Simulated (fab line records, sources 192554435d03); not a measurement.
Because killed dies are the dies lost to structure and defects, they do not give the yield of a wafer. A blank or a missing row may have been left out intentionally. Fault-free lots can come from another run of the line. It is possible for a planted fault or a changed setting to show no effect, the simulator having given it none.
Which tool did it? + flow n5Finfet + Sampling: 12 lots, 36 wafers, 2 of 1938 route steps

== WHAT THE GAUGES SHOWED, per wafer ==
N5_WELL_APT_INSPECT_10: inspects for defects (macro).
| lot  | measured    | on               | rawDefectCount |
|------|-------------|------------------|----------------|
| L075 | day 1 19:52 | defectInspect-02 | 0 1 0          |
| L077 | day 2 07:44 | defectInspect-02 | 5 2 1          |
| L079 | day 2 19:50 | defectInspect-01 | 1 5 4          |
| L081 | day 3 08:02 | defectInspect-02 | 1 3 2          |
| L083 | day 3 19:59 | defectInspect-02 | 2 1 4          |
| L085 | day 4 07:47 | defectInspect-02 | 3 2 3          |
| L087 | day 4 19:44 | defectInspect-01 | 5 2 3          |
| L089 | day 5 07:46 | defectInspect-02 | 1 3 1          |
| L091 | day 5 19:46 | defectInspect-01 | 4 2 1          |
| L093 | day 6 07:45 | defectInspect-02 | 1 1 1          |
| L095 | day 6 19:39 | defectInspect-02 | 1 3 0          |
| L097 | day 7 07:44 | defectInspect-02 | 2 1 4          |

== WHICH TOOL RAN EACH LOT (tool, then ch and the chambers of the sampled wafers, then the start) ==
| lot  | N5_ZERO_LAYER_DESCUM_16          |
|------|----------------------------------|
| L075 | rieDiel-02 ch 1,2,3, day 1 18:48 |
| L077 | rieDiel-04 ch 0,2,3, day 2 06:41 |
| L079 | rieDiel-03 ch 1,2,3, day 2 18:46 |
| L081 | rieDiel-03 ch 0,1,2, day 3 07:06 |
| L083 | rieDiel-02 ch 0,1,3, day 3 19:03 |
| L085 | rieDiel-02 ch 0,2,3, day 4 06:42 |
| L087 | rieDiel-02 ch 2,3, day 4 18:48   |
| L089 | rieDiel-02 ch 2,3, day 5 06:48   |
| L091 | rieDiel-02 ch 0,1,2, day 5 18:41 |
| L093 | rieDiel-04 ch 0,2,3, day 6 06:41 |
| L095 | rieDiel-04 ch 0,2,3, day 6 18:43 |
| L097 | rieDiel-03 ch 1,2,3, day 7 06:49 |
- N5_ZERO_LAYER_DESCUM_16: chemistry O2, time 7.9 s.

== THE ANSWER, worked out from the rows above alone ==
Rule: usual is defined by the lots themselves. The widest of any qualifying gaps counts: lots, ordered by their means at a reading, are off when they make up no more than a third of the lots, leave a main group of 4 or more, and stand apart from it by 3 or more times the standard deviation of that group's means. A main group is skipped when, at the precision printed for the reading in the tables above, its means are all equal. Also off: a lot with no number at a reading for which 4 or more lots have one. Where the step has rows for the other lots, those lots are counted as sound.
None of the lots is off at any reading shown; this tells nothing.

== WHAT WAS PUT IN BY THE SIMULATOR ==
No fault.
